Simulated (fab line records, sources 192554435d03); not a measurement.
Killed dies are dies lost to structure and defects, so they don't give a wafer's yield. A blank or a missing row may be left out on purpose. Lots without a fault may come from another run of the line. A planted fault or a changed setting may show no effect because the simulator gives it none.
One fault seen from 2 desks | flow n5_finfet | each desk has only its own numbers; what lay behind them comes last

THE METROLOGY DESK
What the gauges read, lot by lot, whatever tool the lot ran on: means of the sampled wafers that have a number. A lot is out of limits, marked OUT, if its mean lies more than 4 standard deviations from the usual mean; the brackets give that distance. Of its 12 readings 7 are shown: the one that was out of limits first, and those that lie furthest out on some lot.
Columns: A = cd_nm at N5_BEOL_M4_CD_MEAS_11, usual 16.77 nm; B = cd_nm at N5_BEOL_M4_CD_MEAS_18, usual 17.9 nm; C = IOFF_P at N5_BEOL_M4_RC_MEAS_101, usual 0.21 nA/um; D = ION_N at N5_BEOL_M4_RC_MEAS_101, usual 672 uA/um; E = ION_P at N5_BEOL_M4_RC_MEAS_101, usual 461 uA/um; F = SS_N at N5_BEOL_M4_RC_MEAS_101, usual 71.4 mV/dec; G = VT_P at N5_BEOL_M4_RC_MEAS_101, usual -250 mV
lot  | first seen here | A                | B               | C    | D   | E   | F    | G
L153 | day 7 09:02     | 16.82            | 17.9            | 0.24 | 681 | 475 | 71.2 | -244
L156 | day 8 20:31     | 16.92            | 17.8            | 0.24 | 677 | 460 | 71.6 | -247
L158 | day 9 02:55     | 16.40            | 17.3            | 0.19 | 675 | 454 | 71.7 | -254
L162 | day 9 08:56     | 17.01            | 18.0            | 0.19 | 666 | 458 | 71.1 | -251
L161 | day 9 09:12     | 16.58            | 17.8            | 0.18 | 680 | 459 | 70.8 | -254
L169 | day 11 15:09    | 15.27 (-6.0) OUT | 16.7            | -    | -   | -   | -    | -
L172 | day 12 16:20    | 15.24 (-6.1) OUT | 16.4 (-4.3) OUT | -    | -   | -   | -    | -
L173 | day 13 07:38    | 17.14            | 18.5            | 0.17 | 660 | 447 | 71.5 | -256
L176 | day 13 11:23    | 16.58            | 17.6            | 0.20 | 673 | 459 | 71.1 | -252
This desk's finding: out of limits on L169, L172; first on L169, day 11 15:09 (cd_nm at N5_BEOL_M4_CD_MEAS_11). In limits: L153, L156, L158, L162, L161, L173, L176.

THE TOOL OWNER'S DESK: euv_scanner-02
The tool's own readings at N5_BEOL_M4_EXPOSE_08 (exposes mask M4): means of the sampled wafers that have a number, for each lot that ran on this tool. A lot is out of limits, marked OUT, if its mean lies more than 4 standard deviations from the usual mean; the brackets give that distance.
Columns: A = exposure_dose_mJ_cm2 at N5_BEOL_M4_EXPOSE_08, usual 41.19; B = stage_msd_nm at N5_BEOL_M4_EXPOSE_08, usual 0.85 nm
lot  | first seen here | A               | B
L156 | day 8 20:23     | 41.20           | 0.88
L158 | day 9 02:47     | 41.20           | 0.88
L162 | day 9 08:49     | 41.24           | 0.88
L169 | day 11 15:01    | 38.23 (-76) OUT | 0.88
L172 | day 12 16:12    | 38.82 (-61) OUT | 0.88
This desk's finding: out of limits on L169, L172; first on L169, day 11 15:01 (exposure_dose_mJ_cm2 at N5_BEOL_M4_EXPOSE_08). In limits: L156, L158, L162.

PUT TOGETHER
The tool owner's desk could have raised an alarm at day 11 15:01, on L169, L172.
The metrology desk could have raised an alarm at day 11 15:09, on L169, L172.
Of the lots named, all ran N5_BEOL_M4_EXPOSE_08 on euv_scanner-02.

WHAT THE SIMULATOR HAD PUT IN
Process parameter drift: euv_scanner-02, from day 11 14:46 on, at N5_BEOL_M4_EXPOSE_08. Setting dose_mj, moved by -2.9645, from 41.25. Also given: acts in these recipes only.
Lots struck among those shown: L169, L172.
Hours from the fault's start to each desk's first reading out of limits: the tool owner's desk, 0; the metrology desk, 0.
